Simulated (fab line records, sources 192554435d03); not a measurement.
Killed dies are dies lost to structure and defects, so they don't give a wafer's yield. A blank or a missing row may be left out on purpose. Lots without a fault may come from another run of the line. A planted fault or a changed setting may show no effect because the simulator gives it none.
fab line records | flow n5_finfet | part 2 of 2: steps 24 to 29 of 29
record lots=5 wafers=15 last_day=20
route steps=1938 shown BEOL_M14@1764 BEOL_M15@1773
lots that met no fault: from a run of the same line without faults
start_h: hours from the record's first day to the start of the lot's first wafer shown | wait_h: hours since the lot's step before | " the same as in the row above | L1.1+2: a row that stands for several wafers | - no value, or no start given | * or withheld: withheld | < > ~ a bound
route shown NAME@n: a module of which the file shows steps, and the number in the route of the first | usual: mean/standard deviation of fault-free wafers | same: alike in all rows | chamber/n: place in a boat | sites: the reading at each site | _std_site: their standard deviation | _edge_site: outer sites' mean less inner sites' | radius_mm: how far each site lies from the wafer's centre | mask NAME#n: copy n | behind: the tool/chamber that last shaped the wafer | hold: why the lot was held/for how many hours/how that ended | device: the transistor (n, p or np) that didn't switch | end of line: the same wafers' tests at the end of the route | a step without rows: its recipe alone | killed: dies lost to structure and defects at the first sort, not the wafer's yield | map: a wafer's dies, x killed, . not, _ none there
set.NAME: the setting as run; set.NAME@STEP: as run at that earlier step | model.NAME: the simulator's own value behind a step, which no gauge read
lots at some steps of the route; a table a step, a row a wafer
services: from which hour (start_h, from the record's first day; less than 0 if before it) a tool's chamber was out of use, for how many hours, and why
## steps
# step N5_BEOL_M15_ETCH_59
# recipe chemistry=N2/H2 target=BARC target_depth_a=890 overetch_a=267 time_s=67.9 ion_energy_ev=200 pressure_mtorr=30 source_w=840 bias_w=150 n2_flow_sccm=200 h2_flow_sccm=200
# usual drypump_motor_current_A=5.6/0.5 n2_flow_sccm=200.0/0.58 oes_product_au=0.69/0.066 rf_fwd_power_W=833/3.4 rf_vpp_V=524.6/2.8 showerhead_plenum_p_Torr=2.57/0.093 throttle_valve_pct=17.9/0.34
# columns lot.wafer tool chamber start_h wait_h drypump_motor_current_A n2_flow_sccm oes_product_au rf_fwd_power_W rf_hours_counter_h rf_vpp_V showerhead_plenum_p_Torr throttle_valve_pct
L077.1 rie_diel-02 1 346.44 0.0 6.4 199.8 0.66 836 129 527.7 2.65 17.7
L077.4 " 0 " " 4.9 199.1 0.76 830 27 526.1 2.68 18.0
L077.6 " 0 " " 4.9 199.9 0.77 834 - 527.1 2.68 18.0
L082.1 rie_diel-06 1 384.09 0.0 5.5 199.1 0.66 833 143 526.4 2.63 17.5
L082.2 " 2 " " 5.6 200.9 0.78 838 18 521.7 2.48 17.4
L082.5 " 2 " " 5.6 200.6 0.79 837 - 522.5 2.48 17.4
L079.1 rie_diel-06 1 387.51 0.0 5.6 199.2 0.66 837 144 527.6 2.63 17.5
L079.2 " 0 " " 5.8 200.2 0.63 832 187 522.3 2.54 18.3
L079.3 " 3 " " 6.0 200.2 0.72 833 65 525.1 2.57 17.8
L085.1 rie_diel-06 0 428.35 0.0 5.8 198.9 0.62 831 194 523.6 2.54 18.3
L085.5 " 0 " " 5.8 199.4 0.62 835 - 524.1 2.54 18.3
L085.6 " 1 " " 5.6 200.2 0.65 838 - 527.2 2.63 17.6
L088.1 rie_diel-02 2 450.15 0.0 5.0 200.6 0.74 838 37 524.8 2.59 17.7
L088.3 " 3 " " 5.7 198.9 0.65 831 158 520.8 2.47 18.6
L088.4 " 0 " " 4.9 200.0 0.73 828 58 528.9 2.67 18.0
# step N5_BEOL_M15_VIA_ETCH_16
# recipe chemistry=C4F8/O2/Ar target=SiO2 he_inner_torr=15 he_outer_torr=30 target_depth_a=17922 time_s=withheld ion_energy_ev=800 pressure_mtorr=20 source_w=1905 bias_w=2040 Ar_flow_sccm=400 C4F8_flow_sccm=16 O2_flow_sccm=12 ends=cleared
# usual drypump_motor_current_A=5.6/0.5 mfc_ar_sccm=399.9/1.2 oes_product_au=0.72/0.075 rf_fwd_power_W=1900/5.2 rf_vpp_V=2264/53 showerhead_plenum_p_Torr=3.46/0.12 throttle_valve_pct=30.85/0.24
# columns lot.wafer tool chamber start_h wait_h drypump_motor_current_A mfc_ar_sccm oes_product_au rf_fwd_power_W rf_vpp_V showerhead_plenum_p_Torr throttle_valve_pct
L077.1 rie_diel-02 1 346.49 0.0 6.4 402.0 0.68 1890 2296 3.57 30.64
L077.4 " 0 " " 4.8 400.0 0.81 1902 2290 3.61 31.08
L077.6 " 0 " " 4.8 399.6 0.82 1894 2290 3.61 31.07
L082.1 rie_diel-06 1 384.14 0.0 5.5 400.8 0.69 1908 2248 3.54 30.41
L082.2 " 2 " " 5.6 400.4 0.85 1898 2192 3.40 30.60
L082.5 " 2 " " 5.5 397.0 0.84 1897 2191 3.40 30.61
L079.1 rie_diel-06 1 387.56 0.0 5.6 399.5 0.69 1898 2251 3.54 30.41
L079.2 " 0 " " 5.8 400.9 0.65 1905 2271 3.41 31.00
L079.3 " 3 " " 6.1 399.0 0.78 1900 2270 3.50 31.10
L085.1 rie_diel-06 0 428.40 0.0 5.8 401.0 0.65 1886 2271 3.41 31.03
L085.5 " 0 " " 5.8 400.3 0.64 1898 2274 3.41 31.03
L085.6 " 1 " " 5.5 398.7 0.67 1899 2249 3.53 30.43
L088.1 rie_diel-02 2 450.20 0.0 5.0 400.8 0.77 1894 2198 3.47 30.54
L088.3 " 3 " " 5.7 397.9 0.67 1895 2358 3.27 31.09
L088.4 " 0 " " 4.9 402.8 0.78 1904 2287 3.59 31.12
# step N5_BEOL_M15_STRIP_63
# recipe chemistry=O2 power_w=600 temp_c=60 pressure_mtorr=30 rf_frequency_hz=6e+07 bias_power_w=0 overash_fraction=0.3 o2_flow_sccm=225
# usual drypump_motor_current_A=5.6/0.5 oes_product_au=0.80/0.085 rf_vpp_V=3.7/0.81 showerhead_plenum_p_Torr=2.12/0.091 throttle_valve_pct=16.67/0.24
# same overash_fraction=0.3
# columns lot.wafer tool chamber start_h wait_h drypump_motor_current_A oes_product_au rf_hours_counter_h rf_vpp_V showerhead_plenum_p_Torr throttle_valve_pct
L077.1 rie_diel-02 1 - - 6.4 0.78 129 3.4 2.22 16.79
L077.4 " 0 " " 4.8 0.93 27 4.2 2.24 16.89
L077.6 " 0 " " 4.8 0.92 - 3.1 2.24 16.89
L082.1 rie_diel-06 1 - - 5.6 0.75 143 2.2 2.19 16.55
L082.2 " 2 " " 5.5 0.92 18 4.0 2.04 16.12
L082.5 " 2 " " 5.5 0.93 - 3.7 2.04 16.11
L079.1 rie_diel-06 1 - - 5.6 0.74 144 2.9 2.19 16.55
L079.2 " 0 " " 5.8 0.73 187 4.1 2.05 16.82
L079.3 " 3 " " 6.1 0.86 65 4.5 2.12 16.59
L085.1 rie_diel-06 0 - - 5.8 0.73 194 3.0 2.05 16.83
L085.5 " 0 " " 5.8 0.73 - 4.0 2.05 16.85
L085.6 " 1 " " 5.5 0.74 - 4.3 2.19 16.55
L088.1 rie_diel-02 2 - - 5.1 0.89 37 5.2 2.14 16.46
L088.3 " 3 " " 5.7 0.77 158 3.3 1.99 16.98
L088.4 " 0 " " 4.8 0.85 58 2.9 2.23 16.92
# step N5_BEOL_M15_STRIP_64
# recipe chemistry=O2 power_w=600 temp_c=60 pressure_mtorr=30 rf_frequency_hz=6e+07 bias_power_w=0 overash_fraction=0.3 o2_flow_sccm=225
# usual drypump_motor_current_A=5.6/0.5 oes_product_au=0.80/0.084 rf_vpp_V=3.7/0.47 showerhead_plenum_p_Torr=2.12/0.091 throttle_valve_pct=16.67/0.24
# same overash_fraction=0.3
# columns lot.wafer tool chamber start_h wait_h drypump_motor_current_A oes_product_au rf_hours_counter_h rf_vpp_V showerhead_plenum_p_Torr throttle_valve_pct
L077.1 rie_diel-02 1 - - 6.4 0.76 129 3.1 2.22 16.77
L077.4 " 0 " " 4.9 0.90 27 3.8 2.24 16.88
L077.6 " 0 " " 4.8 0.91 - 4.3 2.24 16.88
L082.1 rie_diel-06 1 - - 5.6 0.76 143 3.2 2.19 16.54
L082.2 " 2 " " 5.5 0.93 18 3.7 2.04 16.12
L082.5 " 2 " " 5.5 0.93 - 3.7 2.04 16.12
L079.1 rie_diel-06 1 - - 5.5 0.75 144 3.2 2.19 16.52
L079.2 " 0 " " 5.8 0.73 187 3.8 2.05 16.80
L079.3 " 3 " " 6.1 0.86 65 3.2 2.12 16.59
L085.1 rie_diel-06 0 - - 5.8 0.73 194 3.5 2.05 16.82
L085.5 " 0 " " 5.8 0.73 - 4.2 2.05 16.83
L085.6 " 1 " " 5.6 0.74 - 3.8 2.19 16.54
L088.1 rie_diel-02 2 - - 5.0 0.88 37 3.1 2.14 16.47
L088.3 " 3 " " 5.7 0.78 158 3.9 1.99 16.96
L088.4 " 0 " " 4.8 0.85 58 3.5 2.23 16.93
# step N5_BEOL_M15_STRIP_65
# recipe chemistry=post_etch_residue_remover time_s=60 temp_c=25 remover_ph=withheld remover_water_wt_pct=withheld remover_fluoride_wt_pct=withheld
# columns lot.wafer tool chamber start_h wait_h
L077.1+4+6 wet_bench-05 4,2,7 346.84 -
L082.1+2+5 wet_bench-06 3,4,5 384.49 -
L079.1+2+3 wet_bench-06 7,3,0 387.91 -
L085.1+5+6 wet_bench-04 3,0,2 428.76 -
L088.1+3+4 wet_bench-06 5,7,1 450.55 -
# step N5_BEOL_M15_SRD_66
# recipe time_s=30 temp_c=23 rinse_liquid=diw dry=n2_spin spin_rpm=1500 dry_time_s=30
# columns lot.wafer tool chamber start_h wait_h
L077.1+4+6 wet_bench-05 4,2,7 346.86 0.0
L082.1+2+5 wet_bench-06 3,4,5 384.51 0.0
L079.1+2+3 wet_bench-06 7,3,0 387.93 0.0
L085.1+5+6 wet_bench-04 3,0,2 428.78 0.0
L088.1+3+4 wet_bench-06 5,7,1 450.60 0.0
## services
# columns tool chamber start_h hours kind
wet_bench-05 - 325.24 4.4 pm
krf_scanner-01 - 336.28 1.0 pm
wet_bench-06 - 336.67 1.9 pm
cmp-03 - 345.46 2.0 repair
cmp-03 - 351.98 2.6 repair
pecvd-03 1 352.44 2.7 repair
rie_diel-02 1 367.74 5.0 repair
wet_bench-04 - 379.98 2.6 repair
cmp-04 - 381.92 4.0 pm
krf_scanner-01 - 384.34 1.3 pm
pecvd-02 2 391.50 18.6 repair
cmp-04 - 396.87 3.4 repair
rie_diel-06 0 401.30 8.8 repair
krf_scanner-01 - 404.05 0.8 repair
rie_diel-06 0 411.47 6.5 repair
krf_scanner-02 - 417.19 1.3 pm
rie_diel-02 2 417.51 2.8 repair
krf_scanner-02 - 420.04 4.0 pm
krf_scanner-02 - 424.07 1.0 pm
rie_diel-06 2 431.53 15.6 repair
pecvd-03 - 434.29 2.4 repair
krf_scanner-02 - 438.15 0.8 pm
wet_bench-06 - 439.57 2.2 repair
krf_scanner-02 - 441.87 2.6 repair
